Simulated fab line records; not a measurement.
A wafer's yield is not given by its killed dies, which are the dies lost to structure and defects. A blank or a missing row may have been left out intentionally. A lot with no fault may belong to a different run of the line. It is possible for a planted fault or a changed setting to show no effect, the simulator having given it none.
Struck lot and sound lot, side by side | flow n5 finfet | 16 steps out of a route of 1938
Sound: the wafers L748.1, L748.4, L748.6. Struck: wafer L752.6 (left out: L752.2, a lot-mate that was not struck); the cause follows at the end.
For every step that has rows: the tool of each side, followed by ch and its chambers, followed by its first start. Under that, the readings that differ: sound wafers | struck wafers | difference of the means | sigmas: that difference in standard deviations of wafers without a fault.
alike: same words and numbers on both sides, and readings whose means sit less than 2 such deviations apart. not compared: any withheld reading, any reading some wafer has no value for, any bound like >300 that may hide the same value, and any number with overlapping values for which the record gives no deviation.
Wherever a step has rows on one side only, a row that says differs or no value, or a row with sigmas, the two part there. Numbers that have no deviation but don't overlap get no sigmas and don't part them. A reading that every wafer of one side lacks parts them only if that side has two wafers or more.

first, 4 steps without rows for these wafers: N5_HKMG_FIN_SOFTBAKE_07 (time 60 s); N5_HKMG_FIN_EXPOSE_09 (exposes mask NWFM); N5_HKMG_FIN_PEB_10 (peb time 60 s); N5_HKMG_FIN_DEVELOP_11 (develop time 30 s).
N5_HKMG_FIN_CD_MEAS_12 targets a cd of 92.8 nm.
  sound on cd sem-03 ch 0, day 4 23:55; struck on cd sem-03 ch 0, day 6 00:10
  alike: cd nm
N5_HKMG_FIN_OVL_MEAS_13:
  sound on overlay-01 ch 0, day 4 23:56; struck on overlay-02 ch 0, day 6 00:12
  alike: NWFM_OVL
N5_HKMG_FIN_INSPECT_14: inspects for defects (macro).
  struck on defect inspect-02, day 6 00:14; sound on defect inspect-01, day 4 23:58
  alike: raw defect count
N5_HKMG_FIN_DESCUM_17: chemistry O2, time 7.9 s.
  sound on rie diel-01 ch 1,2, day 5 00:26; struck on rie diel-01 ch 2, day 6 00:16
  alike: drypump motor current A, oes product au, rf vpp V, showerhead plenum p Torr, throttle valve pct
  not compared: rf hours counter h
N5_HKMG_FIN_ETCH_31: etches SiARC in CF4, target depth 45.5 nm, time 75.8 s.
  sound on rie diel-01 ch 1,2, day 5 00:29; struck on rie diel-01 ch 2, day 6 00:17
  reading              | sound            | struck | difference | sigmas
  cf4 flow sccm (sccm) | 100.3 99.8 100.3 | 99.5   | -0.6       | -2
  alike: drypump motor current A, etch rf on time s, oes product au, rf vpp V, showerhead plenum p Torr, throttle valve pct
  not compared: rf hours counter h
N5_HKMG_FIN_ETCH_32: etches SOC in N2/H2, target depth 240 nm, time 300 s.
  sound on rie diel-01 ch 1,2, day 5 00:32; struck on rie diel-01 ch 2, day 6 00:21
  alike: drypump motor current A, oes product au, rf vpp V, run length s, showerhead plenum p Torr, throttle valve pct
  not compared: rf hours counter h
then, 1 step without rows for these wafers: N5_HKMG_FIN_STRIP_33 (strips in N2/H2).
N5_HKMG_FIN_STRIP_34: strips in CF4.
  sound on rie diel-01 ch 1,2, day 5 00:43; struck on rie diel-01 ch 2, day 6 00:32
  alike: cf4 flow sccm, drypump motor current A, oes product au, rf vpp V, showerhead plenum p Torr, throttle valve pct
  not compared: rf hours counter h
N5_HKMG_FIN_ETCH_35: etches SOC in N2/H2, target depth 215.8 nm, time 243.4 s.
  sound on rie diel-01 ch 1,2, day 5 00:44; struck on rie diel-01 ch 2, day 6 00:34
  reading                                   | sound             | struck | difference | sigmas
  run length s (s)                          | 265.6 267.1 266.1 | 198.7  | -67.6      | -99 or more
  model.SOC_of_HKMG_FIN_COAT_29.thk nm (nm) | 87.6 82.4 87.4    | 144    | +58        |
  model.HKMG_FIN.feature depth nm (nm)      | 212.6 218.8 213.2 | 154.6  | -60.3      |
  model.etch.depth nm (nm)                  | 212.6 218.9 213.3 | 154.5  | -60.4      |
  alike: drypump motor current A, oes product au, rf vpp V, showerhead plenum p Torr, throttle valve pct
  not compared: rf hours counter h
N5_HKMG_FIN_STRIP_92: strips SOC in N2/H2, time 20 s.
  sound on rie diel-01 ch 1,2, day 5 00:53; struck on rie diel-01 ch 2, day 6 00:43
  reading                                   | sound        | struck | difference | sigmas
  model.SOC_of_HKMG_FIN_COAT_29.thk nm (nm) | 77.6 72 77.2 | 133.8  | +58.2      |
  alike: drypump motor current A, oes product au, rf vpp V, showerhead plenum p Torr, throttle valve pct
  not compared: rf hours counter h
then, 1 step without rows for these wafers: N5_HKMG_FIN_WET_ETCH_18 (etches TiN in SC1, time 55 s, target depth 5.2 nm, rinse time 30 s).
-- a jump in the record: the struck wafers' starts before and after are 8 days apart (it breaks off in module HKMG_FIN and resumes in module PASSIVATION, where the first step shown is number 1936 of the route) --
N5_PASSIVATION_PROBE_49:
  struck on prober-02, day 14 07:52; sound on prober-01, day 13 20:25
  reading         | sound | struck | difference | sigmas
  killed at other | 2 2 2 | 9      | +7         | +2
  alike: killed_at_M0_to_M3, killed_at_M4_up, killed at contacts, killed at front end, killed dies, killed on rim, killed open, killed short

== WHERE THEY PART ==
First at N5_HKMG_FIN_ETCH_31; last, within this record, at N5_PASSIVATION_PROBE_49.

WHY: what the simulator had put in
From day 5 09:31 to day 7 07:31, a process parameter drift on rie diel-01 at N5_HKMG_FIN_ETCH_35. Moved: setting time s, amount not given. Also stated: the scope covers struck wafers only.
